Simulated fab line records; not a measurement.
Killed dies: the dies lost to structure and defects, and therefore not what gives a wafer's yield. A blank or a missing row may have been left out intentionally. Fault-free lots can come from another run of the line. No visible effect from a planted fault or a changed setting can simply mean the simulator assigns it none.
Struck lot and sound lot, side by side    flow n5 finfet    43 steps out of a route of 1938
Sound: these wafers, L873.1, L873.2, L873.6. Struck: wafer L878.6. (L878.3, L878.5 of the same lot were not struck and are left out.) The cause comes at the end.
At each step with rows: each side's tool, then ch and its chambers, then its first start. Under that, the readings that differ: sound wafers    struck wafers    difference of the means    sigmas: that difference in standard deviations of wafers without a fault.
alike: a reading whose means differ by less than 2 such deviations, as well as words and numbers matching on both sides. not compared: withheld readings; readings where some wafer has no value; bounds like >300 that might hide an equal value; numbers whose values overlap and for which the record gives no deviation.
The two part at a step that has a row with sigmas, a row that says differs or no value, or rows on one side only. Non-overlapping numbers with no deviation appear without sigmas and do not part them. A reading that every wafer of one side lacks parts them only if that side has two wafers or more.

first, 7 steps without rows for these wafers: N5_BEOL_M2_COAT_76 (time 60 s, resist thk 5 nm); N5_BEOL_M2_COAT_22 (resist thk 30 nm); N5_BEOL_M2_EBR_24; N5_BEOL_M2_SOFTBAKE_23 (time 60 s); N5_BEOL_M2_EXPOSE_25 (exposes mask V1, defocus 5 nm); N5_BEOL_M2_PEB_26 (peb time 60 s); N5_BEOL_M2_DEVELOP_27 (develop time 30 s).
N5_BEOL_M2_CD_MEAS_28: target cd 26.2 nm, target cd y 24.1 nm.
  sound on cd sem-01 ch 0, day 7 00:54; struck on cd sem-01 ch 0, day 8 14:24
  alike: cd nm
N5_BEOL_M2_OVL_MEAS_29:
  sound on overlay-01 ch 0, day 7 00:56; struck on overlay-02 ch 0, day 8 14:26
  alike: V1_OVL
N5_BEOL_M2_INSPECT_30: inspects for defects (brightfield).
  sound on defect inspect-02, day 7 00:59; struck on defect inspect-02, day 8 14:29
  alike: raw defect count
then, 2 steps without rows for these wafers: N5_BEOL_M2_DESCUM_33 (chemistry O2, time 7 s); N5_BEOL_M2_ETCH_77 (etches underlayer in N2/H2, target depth 6.5 nm, time 5.2 s).
N5_BEOL_M2_ETCH_69: etches SiARC in CF4, target depth 15.6 nm, time 26 s.
  sound on rie diel-04 ch 2,3, day 7 01:04; struck on rie diel-04 ch 0, day 8 14:34
reading                sound              struck  difference  sigmas
etch rf on time s (s)  24.9 25.2 25.4     26.1    +0.9        +2
rf vpp V (V)           185.6 185.1 185.9  181.8   -3.7        -3
  alike: drypump motor current A, mfc ar sccm, oes product au, showerhead plenum p Torr, throttle valve pct
  not compared: rf hours counter h
then, 8 steps without rows for these wafers: N5_BEOL_M2_ALD_98 (deposits SiO2, target thk 2.5 nm, pulse time 1 s, co reactant pulse time 1 s); N5_BEOL_M2_ETCHBACK_99 (etches SiO2 in CHF3, target depth 5 nm, time 10.4 s); N5_BEOL_M2_ETCH_70 (etches SOC in N2/H2, target depth 80 nm, overetch 24 nm, time 130 s); N5_BEOL_M2_STRIP_71 (strips in N2/H2); N5_BEOL_M2_STRIP_78 (strips in N2/H2); N5_BEOL_M2_VIA_ETCH_34 (etches the open film in C4F6/O2, target depth 69.4 nm, time 65.9 s); N5_BEOL_M2_STRIP_83 (strips in C4F6/O2); N5_BEOL_M2_STRIP_36 (strips in N2/H2).
N5_BEOL_M2_TRENCH_ETCH_37: etches SiOC in C4F6/O2, target depth 55.555 nm, time 29.2 s.
  sound on rie diel-04 ch 0,2; struck on rie diel-05 ch 0
  alike: drypump motor current A, mfc ar sccm, oes product au, rf vpp V, showerhead plenum p Torr, throttle valve pct
  not compared: rf hours counter h
then, 1 step without rows for these wafers: N5_BEOL_M2_ETCH_41 (etches SiCN in CH3F/O2, target depth 29.9 nm, time 52.5 s).
N5_BEOL_M2_STRIP_97: strips in N2/H2, time 10 s.
  sound on rie diel-04 ch 0,2; struck on rie diel-05 ch 0
  alike: drypump motor current A, oes product au, rf vpp V, showerhead plenum p Torr, throttle valve pct
  not compared: rf hours counter h
N5_BEOL_M2_OCD_MEAS_38:
  sound on ocd-01, day 7 07:20; struck on ocd-02, day 8 15:31
  alike: trench depth nm
then, 4 steps without rows for these wafers: N5_BEOL_M2_HM_STRIP_39 (strips TiN in peroxide tin strip, target depth 25 nm, time 158 s); N5_BEOL_M2_SRD_40 (time 30 s); N5_BEOL_M2_PRECLEAN_42 (cleans in residue remover, time 60 s); N5_BEOL_M2_SRD_43 (time 30 s).
N5_BEOL_M2_CD_MEAS_35: target cd 18 nm, target cd y 22.2 nm.
  sound on cd sem-01, day 7 07:29; struck on cd sem-01, day 8 15:40
  alike: cd nm
then, 1 step without rows for these wafers: N5_BEOL_M2_DEGAS_44 (time 60 s).
N5_BEOL_M2_PRE_CLEAN_45: time 30 s.
  sound on pvd sputter-02, day 7 07:47; struck on pvd sputter-01, day 8 15:44
  alike: heater power w
then, 5 steps without rows for these wafers: N5_BEOL_M2_ALD_84 (deposits TaN, pulse time 2 s, purge time 3 s, co reactant purge time 2 s); N5_BEOL_M2_SURFACE_TREAT_85; N5_BEOL_M2_CVD_47 (deposits Co from CCTBA/H2, target thk 3 nm, time 223.8 s); N5_BEOL_M2_SPUTTER_48 (material Cu, target thk 4.5 nm, time 8.29 s); N5_BEOL_M2_ANNEAL_49 (time 240 s).
N5_BEOL_M2_SPUTTER_79: material Cu, target thk 4.5 nm, time 8.29 s.
  sound on pvd sputter-03, day 7 08:39; struck on pvd sputter-03, day 8 18:00
  alike: throttle valve pct
then, 3 steps without rows for these wafers: N5_BEOL_M2_ANNEAL_80 (time 240 s); N5_BEOL_M2_SPUTTER_81 (material Cu, target thk 4.5 nm, time 8.29 s); N5_BEOL_M2_ANNEAL_82 (time 240 s).
N5_BEOL_M2_SPUTTER_86: material Cu, target thk 4.5 nm, time 8.29 s.
  sound on pvd sputter-03, day 7 09:05; struck on pvd sputter-03, day 8 18:26
  alike: throttle valve pct
-- the record jumps here: 6 days lie between the struck wafers' starts before and after (it left off in module BEOL_M2 and takes up again in module PASSIVATION, whose first step shown is number 1936 of the route) --
N5_PASSIVATION_PROBE_49:
  the record has rows for the struck wafers here (prober-01, day 14 11:08) and none for the sound ones

WHERE THEY PART
Earliest at N5_BEOL_M2_ETCH_69; latest, in this record, at N5_PASSIVATION_PROBE_49.

WHY: what the simulator had put in
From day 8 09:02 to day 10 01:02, rie diel-04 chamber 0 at N5_BEOL_M2_ETCH_69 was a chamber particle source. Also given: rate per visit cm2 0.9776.
